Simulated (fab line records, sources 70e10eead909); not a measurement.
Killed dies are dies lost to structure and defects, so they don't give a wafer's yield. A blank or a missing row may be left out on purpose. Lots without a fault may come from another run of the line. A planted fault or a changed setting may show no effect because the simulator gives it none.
Chamber matching | flow nand_harc | NHARC_A_CONTACT_ETCH_90 on rie_diel-12: 4 sister chambers
The step etches the open film in CH3F/O2, target depth 40 nm, time 85.7 s. 4 wafers are shown with their chamber, then 12 later ones without.

WAFERS WITH THEIR CHAMBER
wafer  | chamber | drypump_motor_current_A (A)
L088.2 | 1       | 5.8
L090.1 | 0       | 5.5
L090.2 | 3       | 6.5
L090.3 | 2       | 5.0

WAFERS WITHOUT THEIR CHAMBER
wafer  | drypump_motor_current_A (A)
L093.2 | 6.5
L093.3 | 5.5
L093.4 | 5.8
L094.2 | 5.5
L094.4 | 6.5
L094.5 | 6.5
L095.1 | 5.8
L095.2 | 6.5
L095.4 | 5.5
L097.1 | 6.5
L097.2 | 5.4
L097.5 | 5.5

WHICH CHAMBER EACH WENT THROUGH
wafer  | from the rows above | in truth
L093.2 | 3                   | 3
L093.3 | 0                   | 0
L093.4 | 1                   | 1
L094.2 | 0                   | 0
L094.4 | 3                   | 3
L094.5 | 3                   | 3
L095.1 | 1                   | 1
L095.2 | 3                   | 3
L095.4 | 0                   | 0
L097.1 | 3                   | 3
L097.2 | 0                   | 0
L097.5 | 0                   | 0
Placed correctly: 12 of 12. Can't be placed from these rows: 0. Placed wrongly: 0.
How it was worked out, from the rows above alone: a wafer's distance from a chamber is the root of the sum, over the readings, of the square of ((its reading less the chamber's mean) divided by the reading's scatter). The wafer belongs to the nearest chamber; if the next one is less than 2 further off, it can't be placed. A chamber's mean is the mean of its shown wafers. The scatter: with one shown wafer a chamber, the root of the mean of the squares of how far each hidden wafer lies from its nearest shown one.
